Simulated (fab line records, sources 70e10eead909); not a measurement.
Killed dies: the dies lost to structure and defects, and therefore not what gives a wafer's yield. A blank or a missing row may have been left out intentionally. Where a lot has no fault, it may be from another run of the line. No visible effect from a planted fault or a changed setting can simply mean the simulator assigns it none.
fab line records	flow nandHarc
record: lots: 7	wafers: 18	lastDay: 24
route steps=1159 shown A_CONTACT@962 A_BLC@964
lots with no fault: from the same line, run without faults
startH: hours from the record's first day to the start of the lot's first wafer shown	waitH: hours elapsed since this lot's preceding step	" same as the row above	L1.1+2: one row covering several wafers at once	- either no value or no given start	* or withheld: withheld	< > ~ a bound
route shown NAME@n: a module of which the file shows steps, and the number in the route of the first	usual: mean and standard deviation over wafers with no fault	same: alike in all rows	chamber/n: place in a boat	sites: readings site by site	_std_site: how widely they spread, as a standard deviation	_edge_site: outer sites' mean less inner sites'	radiusMm: how far each site lies from the wafer's centre	mask NAME#n: copy n	behind: the most recent tool/chamber to have shaped the wafer	hold: why the lot went on hold/how many hours it stayed there/how the hold came to an end	device: the transistor (n, p or np) that didn't switch	end of line: the route-end tests of the same wafers	where a step has no rows: the recipe by itself	killed: not the wafer's yield, but the dies lost to structure and defects at the first sort	map: a wafer's dies, marking killed ones x, the rest . and places with no die _
set.NAME: the run value of the setting; set.NAME@STEP: its run value at that earlier step	model.NAME: the simulator's own value behind a step, which no gauge read
a table for each step, a row for each wafer; lots at some steps of the route
services: from which hour (startH, from the record's first day; less than 0 if before it) a tool's chamber was out of use, for how many hours, and why
== steps ==
step: NHARC_A_CONTACT_SRD_22
step: NHARC_A_CONTACT_INSPECT_23
usual: rawDefectCount: 453/130
lot.wafer	tool	chamber	startH	waitH	rawDefectCount
L713.2	defectInspect-02	-	404.44	0.1	524
L713.3	"	-	"	"	427
L713.5	"	-	"	"	522
L719.1	defectInspect-02	-	428.72	0.1	500
L719.2	"	-	"	"	427
L719.6	"	-	"	"	391
L728.1	defectInspect-01	-	479.24	0.1	371
L728.2	"	-	"	"	429
L730.3	defectInspect-01	-	488.53	0.1	365
L730.4	"	-	"	"	331
L729.1	defectInspect-01	-	493.95	0.1	429
L729.2	"	-	"	"	321
L731.2	defectInspect-01	-	505.61	0.1	443
L731.3	"	-	"	"	481
L731.6	"	-	"	"	434
L732.1	defectInspect-02	-	521.10	0.1	520
L732.3	"	-	"	"	635
L732.5	"	-	"	"	608
step: NHARC_A_BLC_DEHYDRATE_00
recipe: tempC: 150	timeS: 120
step: NHARC_A_BLC_HMDS_01
recipe: timeS: 30
step: NHARC_A_BLC_COAT_02
recipe: tempC: 260	timeS: 75
step: NHARC_A_BLC_COAT_03
recipe: tempC: 225	timeS: 65
step: NHARC_A_BLC_COAT_04
recipe: spinRpm: 1500	resistThkNm: 90
step: NHARC_A_BLC_SOFTBAKE_05
recipe: tempC: 105	timeS: 55
step: NHARC_A_BLC_EBR_06
step: NHARC_A_BLC_EXPOSE_07
recipe: na: 1.35	targetCdNm: 100	doseMj: 67.97	maskId: A_BLC
step: NHARC_A_BLC_PEB_08
recipe: pebTempC: 100	pebTimeS: 65
step: NHARC_A_BLC_DEVELOP_09
recipe: developTimeS: 35	devTempC: 23
lot.wafer	tool	chamber	startH	waitH
L713.2+3+5	lithoTrack-01	0	404	-
L719.1+2+6	lithoTrack-06	0	429	-
L728.1+2	lithoTrack-06	0	479	-
L730.3+4	lithoTrack-06	0	488	-
L729.1+2	lithoTrack-06	0	494	-
L731.2+3+6	lithoTrack-04	0	506	-
L732.1+3+5	lithoTrack-04	0	521	-
step: NHARC_A_BLC_CD_MEAS_10
recipe: targetCdNm: 100	landingEnergyEv: 500
usual: cdNm: 100.0/0.52
lot.wafer	tool	chamber	startH	waitH	cdNm
L713.2	cdSem-02	0	404.95	-	100.7
L713.3	"	0	"	"	99.7
L713.5	"	0	"	"	99.9
L719.1	cdSem-02	0	429.24	-	99.6
L719.2	"	0	"	"	99.6
L719.6	"	0	"	"	99.8
L728.1	cdSem-03	0	479.75	-	102.2
L728.2	"	0	"	"	100.6
L730.3	cdSem-03	0	488.91	-	102.7
L730.4	"	0	"	"	100.1
L729.1	cdSem-03	0	494.46	-	102.1
L729.2	"	0	"	"	99.4
L731.2	cdSem-02	0	506.12	-	100.6
L731.3	"	0	"	"	100.9
L731.6	"	0	"	"	100.6
L732.1	cdSem-03	0	521.61	-	100.2
L732.3	"	0	"	"	99.5
L732.5	"	0	"	"	100.3
step: NHARC_A_BLC_OVL_MEAS_11
usual: overlayXNm: 0.0/0.8	overlayYNm: 0.3/0.99
lot.wafer	tool	chamber	startH	waitH	overlayXNm	overlayYNm
L713.2	overlay-02	-	405.03	-	1.5	-1.2
L713.3	"	-	"	"	1.0	-0.5
L713.5	"	-	"	"	-0.1	-0.4
L719.1	overlay-01	-	429.33	-	0.2	-1.5
L719.2	"	-	"	"	0.5	-1.6
L719.6	"	-	"	"	0.6	-1.3
L728.1	overlay-01	-	479.83	-	0.3	1.1
L728.2	"	-	"	"	0.3	0.6
L730.3	overlay-02	-	489.00	-	0.6	0.0
L730.4	"	-	"	"	0.7	-0.3
L729.1	overlay-01	-	494.55	-	-0.4	-0.2
L729.2	"	-	"	"	-0.9	0.0
L731.2	overlay-02	-	506.20	-	0.8	1.3
L731.3	"	-	"	"	-0.2	0.8
L731.6	"	-	"	"	-0.2	0.5
L732.1	overlay-02	-	521.70	-	0.7	0.6
L732.3	"	-	"	"	0.3	0.5
L732.5	"	-	"	"	0.9	0.7
step: NHARC_A_BLC_INSPECT_12
usual: rawDefectCount: 34/14
lot.wafer	tool	chamber	startH	waitH	rawDefectCount
L713.2	defectInspect-01	-	405.07	0.0	10
L713.3	"	-	"	"	13
L713.5	"	-	"	"	12
L719.1	defectInspect-01	-	429.36	0.0	28
L719.2	"	-	"	"	36
L719.6	"	-	"	"	28
L728.1	defectInspect-02	-	479.87	0.0	57
L728.2	"	-	"	"	66
L730.3	defectInspect-01	-	489.03	0.0	45
L730.4	"	-	"	"	29
L729.1	defectInspect-02	-	494.58	0.0	16
L729.2	"	-	"	"	14
L731.2	defectInspect-01	-	506.24	0.0	44
L731.3	"	-	"	"	46
L731.6	"	-	"	"	39
L732.1	defectInspect-01	-	521.74	0.0	32
L732.3	"	-	"	"	32
L732.5	"	-	"	"	34
step: NHARC_A_BLC_DESCUM_15
recipe: timeS: 3	o2FlowSccm: 200	arFlowSccm: 0	biasPowerW: 0	chemistry: O2
usual: drypumpMotorCurrentA: 5.7/0.51	oesProductAu: 0.997/0.0068	rfVppV: 57.9/0.88	showerheadPlenumPTorr: 1.91/0.086	throttleValvePct: 11.310/0.0088
same: biasPowerW: 0
lot.wafer	tool	chamber	startH	waitH	drypumpMotorCurrentA	oesProductAu	rfHoursCounterH	rfVppV	showerheadPlenumPTorr	throttleValvePct	model.A_BLC.cdNm
L713.3	rieDiel-12	3	405.13	0.1	5.7	0.990	2	58.6	1.98	11.305	99.2
L713.2	"	2	"	"	5.8	1.002	2	58.2	1.84	11.309	99.68
L713.5	"	3	"	"	5.7	0.991	-	58.1	1.98	11.312	99.36
L719.2	rieDiel-12	2	429.44	0.1	5.8	0.992	5	57.5	1.84	11.307	99.41
L719.1	"	3	"	"	5.7	0.996	5	59.0	1.97	11.315	99.45
L719.6	"	0	"	"	6.7	0.991	-	57.9	1.84	11.328	99.7
L728.1	rieDiel-05	2	479.93	0.1	6.3	0.992	14	58.4	2.01	11.305	102.4
L728.2	"	0	"	"	5.3	0.994	13	57.9	1.91	11.306	100.3
L730.3	rieDiel-05	1	489.10	0.1	5.4	0.993	15	57.7	1.83	11.308	103.2
L730.4	"	2	"	"	6.3	0.997	15	58.8	2.01	11.335	99.94
L729.2	rieDiel-05	2	494.66	0.1	6.3	0.987	15	58.2	2.01	11.288	99.31
L729.1	"	3	"	"	5.6	0.994	15	56.3	1.77	11.300	101.8
L731.3	rieDiel-12	1	506.31	0.1	5.5	1.000	13	58.9	1.98	11.297	100.6
L731.2	"	2	"	"	5.8	1.003	12	58.1	1.83	11.317	100.2
L731.6	"	1	"	"	5.5	0.994	-	58.3	1.98	11.319	101
L732.3	rieDiel-12	3	521.80	0.1	5.7	0.988	15	59.0	1.97	11.314	99.83
L732.1	"	0	"	"	6.7	0.990	13	58.8	1.84	11.310	100.5
L732.5	"	0	"	"	6.7	1.001	-	57.5	1.84	11.315	100.4
step: NHARC_A_BLC_ETCH_16
recipe: targetDepthA: 390	overEtchFrac: 0.3	timeS: 65	ionEnergyEv: 80	cf4FlowSccm: 150	arFlowSccm: 0	rfW: 300	biasW: 100	chemistry: CF4
usual: biasW: 100.04/0.28	drypumpMotorCurrentA: 5.7/0.5	oesProductAu: 0.998/0.0076	rfVppV: 151.2/1.2	showerheadPlenumPTorr: 1.77/0.073	throttleValvePct: 13.284/0.0092
lot.wafer	tool	chamber	startH	waitH	biasW	drypumpMotorCurrentA	oesProductAu	rfHoursCounterH	rfVppV	showerheadPlenumPTorr	throttleValvePct
L713.2	rieDiel-12	2	405.22	0.1	99.69	5.8	0.998	2	150.5	1.70	13.273
L713.3	"	0	"	"	99.25	6.7	0.989	2	151.6	1.71	13.311
L713.5	"	3	"	"	100.52	5.8	0.987	-	151.6	1.82	13.291
L719.1	rieDiel-12	0	429.51	0.1	100.03	6.7	0.989	5	151.5	1.71	13.276
L719.2	"	1	"	"	99.98	5.5	0.997	5	151.5	1.83	13.285
L719.6	"	1	"	"	100.33	5.4	0.978	-	152.0	1.82	13.286
L728.2	rieDiel-05	2	480.03	0.1	99.86	6.2	1.013	14	152.2	1.85	13.282
L728.1	"	3	"	"	100.43	5.6	1.000	14	148.5	1.65	13.290
L730.3	rieDiel-05	1	489.18	0.1	99.90	5.4	1.003	15	149.2	1.70	13.284
L730.4	"	2	"	"	99.80	6.2	1.004	15	152.3	1.85	13.277
L729.2	rieDiel-05	0	494.75	0.1	100.28	5.3	1.004	15	152.9	1.77	13.280
L729.1	"	2	"	"	99.65	6.3	1.007	15	152.2	1.85	13.282
L731.3	rieDiel-12	0	506.39	0.1	99.93	6.7	0.997	11	150.9	1.71	13.276
L731.2	"	2	"	"	100.62	5.8	1.008	12	148.9	1.70	13.289
L731.6	"	1	"	"	100.20	5.4	1.009	-	150.9	1.82	13.303
L732.1	rieDiel-12	0	521.88	0.1	99.85	6.7	0.995	13	151.2	1.71	13.280
L732.3	"	2	"	"	100.13	5.8	0.991	14	150.3	1.70	13.282
L732.5	"	1	"	"	100.14	5.4	0.990	-	151.4	1.82	13.284
step: NHARC_A_BLC_ETCH_17
recipe: targetDepthA: 3900	overEtchFrac: 0.25	timeS: 609.38	ionEnergyEv: 200	n2FlowSccm: 150	h2FlowSccm: 150	arFlowSccm: 0	rfW: 400	biasW: 150	chemistry: N2/H2
usual: biasW: 150.0/0.43	drypumpMotorCurrentA: 5.7/0.5	oesProductAu: 0.997/0.0075	rfVppV: 430.5/2.6	showerheadPlenumPTorr: 2.04/0.094	throttleValvePct: 14.172/0.01
lot.wafer	tool	chamber	startH	waitH	biasW	drypumpMotorCurrentA	oesProductAu	rfHoursCounterH	rfVppV	showerheadPlenumPTorr	throttleValvePct
L713.2	rieDiel-12	2	-	-	149.4	5.8	0.993	2	428.7	1.95	14.159
L713.3	"	3	"	"	150.0	5.7	0.993	2	433.1	2.11	14.156
L713.5	"	1	"	"	149.5	5.5	0.989	-	432.4	2.11	14.164
L719.1	rieDiel-12	3	-	-	149.8	5.7	0.986	6	431.4	2.11	14.179
L719.2	"	0	"	"	149.6	6.7	0.993	6	428.6	1.96	14.157
L719.6	"	0	"	"	150.4	6.7	0.996	-	429.3	1.96	14.167
L728.1	rieDiel-05	2	-	-	150.6	6.3	0.998	14	432.5	2.15	14.164
L728.2	"	3	"	"	150.2	5.7	0.995	14	426.8	1.88	14.167
L730.4	rieDiel-05	1	-	-	150.5	5.4	0.987	15	427.0	1.95	14.160
L730.3	"	3	"	"	149.3	5.6	1.001	15	426.9	1.88	14.161
L729.2	rieDiel-05	0	-	-	150.4	5.3	1.005	15	430.6	2.04	14.169
L729.1	"	2	"	"	150.1	6.3	1.009	15	432.9	2.15	14.174
L731.2	rieDiel-12	1	-	-	149.7	5.4	0.990	13	433.2	2.11	14.177
L731.3	"	3	"	"	150.3	5.7	0.984	13	431.8	2.10	14.175
L731.6	"	1	"	"	149.9	5.4	0.994	-	432.9	2.11	14.172
L732.3	rieDiel-12	1	-	-	150.5	5.4	0.987	15	432.1	2.11	14.178
L732.1	"	3	"	"	149.5	5.7	0.992	15	432.7	2.10	14.169
L732.5	"	1	"	"	149.6	5.4	0.988	-	432.5	2.11	14.187
step: NHARC_A_BLC_ETCH_18
recipe: targetDepthA: 9100	c4f8FlowSccm: 20	o2FlowSccm: 10	arFlowSccm: withheld	rfW: 600	biasW: 1500	chemistry: C4F8/O2/Ar
usual: biasW: 1499/4.1	oesProductAu: 0.946/0.021	rfVppV: 978/5.9
lot.wafer	tool	chamber	startH	waitH	biasW	oesProductAu	rfHoursCounterH	rfVppV	model.A_BLC.cdNm
L713.2	rieDiel-12	2	-	-	1513	0.974	2	973	99.16
L713.3	"	1	"	"	1505	0.988	2	981	99.64
L713.5	"	3	"	"	1497	0.957	-	982	101.8
L719.2	rieDiel-12	1	-	-	1496	0.969	5	983	99.32
L719.1	"	2	"	"	1500	0.981	5	973	98.82
L719.6	"	2	"	"	1497	0.975	-	972	98.12
L728.1	rieDiel-05	3	-	-	1499	0.924	14	967	102.1
L728.2	"	0	"	"	1493	0.931	13	978	100.3
L730.4	rieDiel-05	1	-	-	1495	0.965	15	972	100.1
L730.3	"	2	"	"	1502	0.977	15	985	102.3
L729.1	rieDiel-05	3	-	-	1495	0.909	16	969	104.3
L729.2	"	0	"	"	1496	0.908	15	980	102.1
L731.2	rieDiel-12	1	-	-	1497	0.932	13	983	102.3
L731.3	"	2	"	"	1505	0.926	12	973	102.4
L731.6	"	0	"	"	1495	0.917	-	975	103.3
L732.1	rieDiel-12	0	-	-	1503	0.954	13	974	99.08
L732.3	"	1	"	"	1498	0.922	15	982	98.8
L732.5	"	0	"	"	1502	0.968	-	973	99.61
step: NHARC_A_BLC_CD_MEAS_19
usual: cdNm: 100.2/1.5
lot.wafer	tool	chamber	startH	waitH	cdNm
L713.2	cdSem-01	-	406.11	-	99.5
L713.3	"	-	"	"	99.4
L713.5	"	-	"	"	101.3
L719.1	cdSem-01	-	430.39	-	98.8
L719.2	"	-	"	"	99.1
L719.6	"	-	"	"	98.3
L728.1	cdSem-01	-	480.97	-	102.2
L728.2	"	-	"	"	99.9
L730.3	cdSem-01	-	490.07	-	102.0
L730.4	"	-	"	"	100.0
L729.1	cdSem-01	-	495.79	-	104.5
L729.2	"	-	"	"	102.2
L731.2	cdSem-02	-	507.27	-	101.9
L731.3	"	-	"	"	102.4
L731.6	"	-	"	"	103.4
L732.1	cdSem-02	-	522.76	-	98.9
L732.3	"	-	"	"	98.7
L732.5	"	-	"	"	100.0
== services ==
tool	chamber	startH	hours	kind
rieDiel-12	0	388.45	-	clean
rieDiel-12	1	388.45	-	clean
rieDiel-12	2	388.45	-	clean
rieDiel-12	3	388.45	-	clean
rieDiel-12	-	390.11	1.8	repair
rieDiel-05	0	407.06	5.7	repair
rieDiel-12	0	412.95	-	clean
rieDiel-12	1	412.95	-	clean
rieDiel-12	2	412.95	-	clean
rieDiel-12	3	412.95	-	clean
rieDiel-12	-	413.23	0.4	repair
rieDiel-12	0	430.89	16.2	repair
rieDiel-12	1	437.47	-	clean
rieDiel-12	2	437.47	-	clean
rieDiel-12	3	437.47	-	clean
lithoTrack-01	-	443.00	7.0	pm
rieDiel-12	0	461.97	-	clean
rieDiel-12	1	461.97	-	clean
rieDiel-12	2	461.97	-	clean
rieDiel-12	3	461.97	-	clean
lithoTrack-06	-	467.00	7.0	pm
lithoTrack-04	-	491.00	7.0	pm
rieDiel-05	1	493.70	6.0	repair
rieDiel-05	-	517.60	9.0	pm
== key ==
firstSign: step: NHARC_A_BLC_CD_MEAS_10	reading: cdNm	direction: up	sigmas: 4.5	usual: 100.0	struck: 102.3
effect none on later readings
modelEffect: step: NHARC_A_BLC_DESCUM_15	value: A_BLC.cdNm	without: 100.1	struck: 102.5
modelEffect: step: NHARC_A_BLC_ETCH_18	value: A_BLC.cdNm	without: 100.5	struck: 102.9
metAt NHARC_A_BLC_DEVELOP_09
struckWafers L728.1,L729.1,L730.3
testerLeftOut L728,L729,L730
onsetBetween 429 479
fault: kind: processParameterDrift	tool: lithoTrack-06	chamber: -	onsetH: 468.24	steps: NHARC_A_BLC_DEVELOP_09	channel: developTimeS	offset: *	shape: step	endH: 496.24	scope: struckWafersOnly	actsIn: *	stated: *
testerLeftOut: of these lots the tester's yield and bins aren't shown, on N5 and GAA mostly nor the transistor test; their killed dies are dies lost to structure and defects alone, not to doping, threshold or leakage, so they don't give the yield
